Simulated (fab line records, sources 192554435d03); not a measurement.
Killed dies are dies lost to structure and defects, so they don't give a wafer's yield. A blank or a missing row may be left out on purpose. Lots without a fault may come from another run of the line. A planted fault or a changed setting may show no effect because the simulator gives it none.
One fault seen from 3 desks | flow n5_finfet | each desk has only its own numbers; what lay behind them comes last
Where a reading is given only as a bound, like >300, the bound stands for it, and a mean or a difference that rests on one is marked > or <: the true number lies beyond.

THE METROLOGY DESK
What the gauges read, lot by lot, whatever tool the lot ran on: means of the sampled wafers that have a number. A lot is out of limits, marked OUT, if its mean lies more than 4 standard deviations from the usual mean; the brackets give that distance. Of its 10 readings 7 are shown: those that lie furthest out on some lot.
Columns: A = DIBL_P at N5_BEOL_M4_RC_MEAS_101, usual 35.9 mV/V; B = IOFF_N at N5_BEOL_M4_RC_MEAS_101, usual 0.16 nA/um; C = IOFF_P at N5_BEOL_M4_RC_MEAS_101, usual 0.21 nA/um; D = ION_N at N5_BEOL_M4_RC_MEAS_101, usual 672 uA/um; E = ION_P at N5_BEOL_M4_RC_MEAS_101, usual 461 uA/um; F = VT_N at N5_BEOL_M4_RC_MEAS_101, usual 250 mV; G = VT_P at N5_BEOL_M4_RC_MEAS_101, usual -251 mV
lot  | first seen here | A    | B    | C    | D   | E   | F   | G
L735 | day 9 17:13     | 38.0 | 0.19 | 0.24 | 675 | 467 | 251 | -249
L736 | day 9 22:04     | 37.4 | 0.16 | 0.21 | 669 | 458 | 250 | -251
L734 | day 10 00:50    | 38.4 | 0.17 | 0.20 | 680 | 459 | 250 | -252
L737 | day 10 02:31    | 37.2 | 0.18 | 0.23 | 677 | 461 | 249 | -249
L744 | day 12 01:48    | 33.8 | 0.11 | 0.17 | 663 | 462 | 253 | -253
L743 | day 12 13:22    | 36.8 | 0.20 | 0.27 | 689 | 475 | 246 | -245
L748 | day 12 18:34    | 36.7 | 0.16 | 0.23 | 672 | 466 | 249 | -247
L751 | day 13 23:44    | 32.6 | 0.11 | 0.16 | 657 | 457 | 256 | -253
This desk's finding: nothing out of limits on any of the 8 lots.

THE DEFECT DESK
What the inspections along the route counted, lot by lot: means of the sampled wafers that have a number. A lot is out of limits, marked OUT, if its mean lies more than 4 standard deviations from the usual mean; the brackets give that distance.
Columns: A = raw_defect_count at N5_BEOL_M0_SAQP_INSPECT_42, usual 299; B = raw_defect_count at N5_BEOL_M0_CUTY_INSPECT_59, usual 2.0
lot  | first seen here | A              | B
L735 | day 7 10:13     | 255            | 1.0
L734 | day 7 17:08     | 288            | 1.7
L736 | day 7 19:34     | 679 (+4.6) OUT | >101 (>+66) OUT
L737 | day 7 22:29     | 716 (+5.0) OUT | >101 (>+66) OUT
L743 | day 9 14:10     | 257            | 1.3
L744 | day 9 19:47     | 325            | 1.0
L748 | day 10 20:14    | 291            | 3.0
L751 | day 11 09:18    | 241            | 2.3
This desk's finding: out of limits on L736, L737; first on L736, day 7 19:34 (raw_defect_count at N5_BEOL_M0_SAQP_INSPECT_42). In limits: L735, L734, L743, L744, L748, L751.

THE TOOL OWNER'S DESK: rie_si-05
The tool's own readings at N5_BEOL_M0_SAQP_MANDREL_ETCH_20 (etches a-Si in HBr/Cl2, stops on SiNx, target depth 60 nm, bt time 10 s, time 30 s): means of the sampled wafers that have a number, for each lot that ran on this tool. A lot is out of limits, marked OUT, if its mean lies more than 4 standard deviations from the usual mean; the brackets give that distance.
Columns: A = HBr_flow_sccm at N5_BEOL_M0_SAQP_MANDREL_ETCH_20, usual 150.0 sccm; B = bias_w at N5_BEOL_M0_SAQP_MANDREL_ETCH_20, usual 75.01 W; C = drypump_motor_current_A at N5_BEOL_M0_SAQP_MANDREL_ETCH_20, usual 5.6 A; D = oes_product_au at N5_BEOL_M0_SAQP_MANDREL_ETCH_20, usual 0.781 a.u.; E = throttle_valve_pct at N5_BEOL_M0_SAQP_MANDREL_ETCH_20, usual 35.4 %
lot  | first seen here | A     | B     | C   | D     | E
L735 | day 7 06:39     | 149.9 | 74.90 | 5.3 | 0.789 | 35.3
L736 | day 7 15:56     | 150.0 | 75.00 | 5.4 | 0.769 | 35.6
L737 | day 7 18:59     | 150.0 | 74.89 | 5.6 | 0.774 | 35.3
L748 | day 10 16:28    | 149.7 | 75.05 | 5.4 | 0.791 | 35.3
L751 | day 11 04:33    | 150.2 | 75.26 | 5.6 | 0.779 | 34.9
This desk's finding: nothing out of limits on any of the 5 lots.

PUT TOGETHER
The defect desk could have raised an alarm at day 7 19:34, on L736, L737.
The metrology desk saw nothing out of limits.
The tool owner's desk saw nothing out of limits.
The metrology desk has L736, L737 on record, within its limits.
The tool owner's desk has L736, L737 on record, within its limits.
Of the lots named, all ran N5_BEOL_M0_SAQP_MANDREL_ETCH_20 on rie_si-05.

WHAT THE SIMULATOR HAD PUT IN
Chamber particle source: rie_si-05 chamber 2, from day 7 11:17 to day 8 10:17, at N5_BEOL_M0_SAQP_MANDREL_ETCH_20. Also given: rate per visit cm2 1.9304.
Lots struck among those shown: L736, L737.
Hours from the fault's start to each desk's first reading out of limits: the defect desk, 8.
